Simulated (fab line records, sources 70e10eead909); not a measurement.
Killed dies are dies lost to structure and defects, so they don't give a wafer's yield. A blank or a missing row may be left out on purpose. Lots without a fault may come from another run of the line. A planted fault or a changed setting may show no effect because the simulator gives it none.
Which tool did it? | flow nand_harc | 14 lots, 42 wafers sampled, at 5 steps of a route of 1302

WHAT THE GAUGES READ, wafer by wafer
NHARC_THIN_TSV_CD_MEAS_16. Usual: cd_nm 999.0 nm, standard deviation 2.
lot  | measured     | on        | cd_nm (nm)         | flag
L317 | day 23 10:45 | cd_sem-01 | 998.7 998.4 997.2  |
L318 | day 24 01:09 | cd_sem-03 | 1000.1 998.3 996.9 |
L319 | day 24 21:50 | cd_sem-02 | 999.1 1000.0 997.2 |
L321 | day 25 03:25 | cd_sem-01 | 997.3 995.9 994.4  |
L323 | day 26 13:11 | cd_sem-02 | 999.9 997.3 996.4  |
L322 | day 26 14:14 | cd_sem-03 | 997.0 997.4 997.0  |
L328 | day 28 02:12 | cd_sem-03 | 998.4 997.1 999.5  |
L327 | day 28 08:42 | cd_sem-03 | 998.8 998.0 998.2  |
L329 | day 28 16:40 | cd_sem-02 | 996.3 1001.6 999.6 |
L330 | day 29 06:56 | cd_sem-01 | 999.1 995.6 994.3  |
L332 | day 30 00:31 | cd_sem-02 | 997.2 997.4 998.6  |
L336 | day 32 03:32 | cd_sem-01 | 999.7 996.1 997.3  |
L337 | day 32 04:40 | cd_sem-01 | 1001.2 998.7 999.3 |
L339 | day 33 12:59 | cd_sem-02 | 999.1 997.7 997.5  |

NHARC_THIN_TSV_CD_MEAS_33: target cd 5000 nm. Usual: cd_nm 4999.6 nm, standard deviation 1.9.
lot  | measured     | on        | cd_nm (nm)           | flag
L317 | day 23 16:08 | cd_sem-03 | 4999.3 5000.7 4996.8 |
L318 | day 24 06:19 | cd_sem-01 | 4998.3 5002.2 4997.9 |
L319 | day 25 02:47 | cd_sem-03 | 4998.3 4995.3 4996.0 |
L321 | day 25 08:31 | cd_sem-02 | 5001.6 4999.0 5001.0 |
L323 | day 26 17:59 | cd_sem-02 | 4999.6 5001.9 5000.6 |
L322 | day 26 19:02 | cd_sem-02 | 5002.1 5001.6 4997.6 |
L328 | day 28 07:44 | cd_sem-03 | 4997.5 5002.2 4998.7 |
L327 | day 28 13:31 | cd_sem-01 | 4997.1 5000.1 4997.7 |
L329 | day 28 21:36 | cd_sem-02 | 5002.7 5002.2 5000.4 |
L330 | day 29 11:52 | cd_sem-01 | 4996.8 4999.2 4999.8 |
L332 | day 30 05:19 | cd_sem-02 | 5001.5 4999.3 5001.6 |
L336 | day 32 08:26 | cd_sem-01 | 5001.7 5003.2 4998.5 |
L337 | day 32 09:29 | cd_sem-01 | 4998.7 5001.3 4998.0 |
L339 | day 33 18:19 | cd_sem-02 | 4997.9 4999.9 4999.0 |

NHARC_END_SORT_01. Usual: defect_limited_yield 90.6 %, standard deviation 2.9; killed_at_array 59, standard deviation 20; killed_at_other 0.8, standard deviation 1.2; killed_at_periphery 3.5, standard deviation 2.2; killed_dies 63, standard deviation 20; killed_open 3.3, standard deviation 1.8; killed_short 2.6, standard deviation 1.7.
lot  | measured     | on        | defect_limited_yield (%) | killed_at_array | killed_at_other | killed_at_periphery | killed_dies | killed_open | killed_short | flag
L317 | day 24 00:41 | prober-01 | 94.1 93.8 93.8           | 40 40 36        | 0 1 0           | 0 1 6               | 40 42 42    | 2 1 2       | 3 0 2        |
L319 | day 25 11:53 | prober-02 | 89.8 87.0 87.4           | 65 85 80        | 0 0 1           | 4 3 4               | 69 88 85    | 1 3 8       | 1 7 3        |
L321 | day 25 20:32 | prober-02 | 92.9 93.6 93.6           | 39 37 38        | 5 2 3           | 4 4 2               | 48 43 43    | 5 2 2       | 4 2 4        |
L323 | day 27 04:40 | prober-01 | 86.3 88.3 86.6           | 87 74 84        | 4 2 3           | 2 3 4               | 93 79 91    | 1 2 6       | 4 5 3        |
L322 | day 27 03:50 | prober-02 | 91.3 91.3 89.2           | 55 53 69        | 0 0 0           | 4 6 4               | 59 59 73    | 2 3 3       | 1 1 8        |
L328 | day 28 16:50 | prober-01 | 91.4 93.4 91.7           | 51 40 52        | 0 1 0           | 7 4 4               | 58 45 56    | 3 0 1       | 1 1 1        |
L327 | day 28 23:28 | prober-02 | 0 0 95.3                 | 33 38 28        | 641 634 0       | 3 5 4               | 677 677 32  | 4 8 2       | 2 1 3        | OFF
L329 | day 29 07:23 | prober-01 | 84.9 0 86.1              | 100 99 93       | 1 577 0         | 1 1 1               | 102 677 94  | 1 4 4       | 5 4 1        | OFF
L330 | day 29 21:08 | prober-01 | 0 0 95.6                 | 39 35 27        | 635 638 1       | 3 4 2               | 677 677 30  | 2 6 2       | 1 2 1        | OFF

WHICH TOOL RAN EACH LOT (tool, then ch and the chambers of the sampled wafers, then the start)
lot  | NHARC_THIN_TSV_DEP_43           | NHARC_THIN_TSV_ETCHBACK_48
L317 | pecvd-04 ch 1,2, day 23 08:36   | rie_diel-06 ch 1,2, day 23 12:08
L318 | pecvd-02 ch 0,1,2, day 23 23:27 | rie_diel-06 ch 1,2, day 24 02:30
L319 | pecvd-04 ch 0,1, day 24 20:10   | rie_diel-01 ch 1,2, day 24 23:06
L321 | pecvd-04 ch 0,1,2, day 25 01:31 | rie_diel-06 ch 0,1,3, day 25 04:53
L323 | pecvd-01 ch 1,2, day 26 11:24   | rie_diel-06 ch 2,3, day 26 14:27
L322 | pecvd-01 ch 0,2, day 26 12:35   | rie_diel-03 ch 0,1,2, day 26 15:31
L328 | pecvd-04 ch 1,2, day 28 00:23   | rie_diel-01 ch 0,3, day 28 04:06
L327 | pecvd-04 ch 0,1, day 28 07:02   | rie_diel-03 ch 0,2,3, day 28 10:02
L329 | pecvd-04 ch 0,1,2, day 28 15:01 | rie_diel-01 ch 0,1,3, day 28 17:56
L330 | pecvd-04 ch 0,1, day 29 05:00   | rie_diel-06 ch 0,2,3, day 29 08:13
L332 | pecvd-02 ch 1,2, day 29 22:42   | rie_diel-01 ch 0,1, day 30 01:47
L336 | pecvd-04 ch 0,1,2, day 32 01:52 | rie_diel-03 ch 0,3, day 32 04:50
L337 | pecvd-01 ch 1,2, day 32 02:56   | rie_diel-01 ch 1,2,3, day 32 05:56
L339 | pecvd-04 ch 1,2, day 33 11:22   | rie_diel-01 ch 0,2, day 33 14:19
- NHARC_THIN_TSV_DEP_43: deposits SiO2, target thk 1328.5 nm.
- NHARC_THIN_TSV_ETCHBACK_48: etches the open film in C4F8/Ar, target depth 1028.5 nm, time 405.17 s.

WHAT THE TOOLS THEMSELVES READ (means of the sampled wafers that have a number; where no wafer has one, the mark that the record gives instead)
NHARC_THIN_TSV_DEP_43. Usual: flow_sccm 2651 sccm, standard deviation 8.2; throttle_valve_pct 15.8 %, standard deviation 0.53.
lot  | tool     | flow_sccm (sccm) | throttle_valve_pct (%) | flag
L317 | pecvd-04 | 2644             | 16.3                   |
L318 | pecvd-02 | 2648             | 16.4                   |
L319 | pecvd-04 | 2651             | 16.1                   |
L321 | pecvd-04 | 2638             | 16.0                   |
L323 | pecvd-01 | 2649             | 15.7                   |
L322 | pecvd-01 | 2655             | 16.1                   |
L328 | pecvd-04 | 2653             | 15.7                   |
L327 | pecvd-04 | 2653             | 15.4                   |
L329 | pecvd-04 | 2650             | 15.6                   |
L330 | pecvd-04 | 2655             | 15.6                   |
L332 | pecvd-02 | 2651             | 16.4                   |
L336 | pecvd-04 | 2646             | 15.6                   |
L337 | pecvd-01 | 2647             | 15.3                   |
L339 | pecvd-04 | 2651             | 16.0                   |

NHARC_THIN_TSV_ETCHBACK_48. Usual: oes_product_au 0.95 a.u., standard deviation 0.032; rf_vpp_V 547 V, standard deviation 3.
lot  | tool        | oes_product_au (a.u.) | rf_vpp_V (V) | flag
L317 | rie_diel-06 | 0.94                  | 550          |
L318 | rie_diel-06 | 1.01                  | 549          |
L319 | rie_diel-01 | 0.96                  | 547          |
L321 | rie_diel-06 | 0.95                  | 546          |
L323 | rie_diel-06 | 0.93                  | 548          |
L322 | rie_diel-03 | 0.92                  | 547          |
L328 | rie_diel-01 | 1.01                  | 547          |
L327 | rie_diel-03 | 0.98                  | 548          |
L329 | rie_diel-01 | 0.97                  | 547          |
L330 | rie_diel-06 | 0.96                  | 546          |
L332 | rie_diel-01 | 0.93                  | 549          |
L336 | rie_diel-03 | 0.93                  | 547          |
L337 | rie_diel-01 | 1.01                  | 546          |
L339 | rie_diel-01 | 0.91                  | 550          |

THE ANSWER, worked out from the rows above alone
Rule: a lot is off if the mean of its wafers that have a number lies more than 3 standard deviations from the usual mean. A lot without any number at a reading at which 4 lots or more have one is off too. The other lots that the step has rows for count as sound. The gauges are gone through in route order, then the tools' own readings, and for those a lot's mean is taken as printed above. The first step at which some lot is off is used, and at that step the reading that is off furthest; a lot without a number counts as furthest.
Off: L327, L329, L330, at NHARC_END_SORT_01 (killed_at_other). Neither off nor sound, because the step has no rows for them: L318, L332, L336, L337, L339.
A tool fits if, at a process step before that reading, it ran every lot that is off, and no sound lot after the first of them. The gauges at NHARC_END_SORT_01 are tried like those tools. One fits: pecvd-04 at NHARC_THIN_TSV_DEP_43. Its last sound lot is L328 (day 28 00:23), its first lot that is off L327 (day 28 07:02): a fault that began between those two fits.

WHAT THE SIMULATOR HAD PUT IN
Process parameter drift: pecvd-04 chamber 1, from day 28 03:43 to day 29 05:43, at NHARC_THIN_TSV_DEP_43. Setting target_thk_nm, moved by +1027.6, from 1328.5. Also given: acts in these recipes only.
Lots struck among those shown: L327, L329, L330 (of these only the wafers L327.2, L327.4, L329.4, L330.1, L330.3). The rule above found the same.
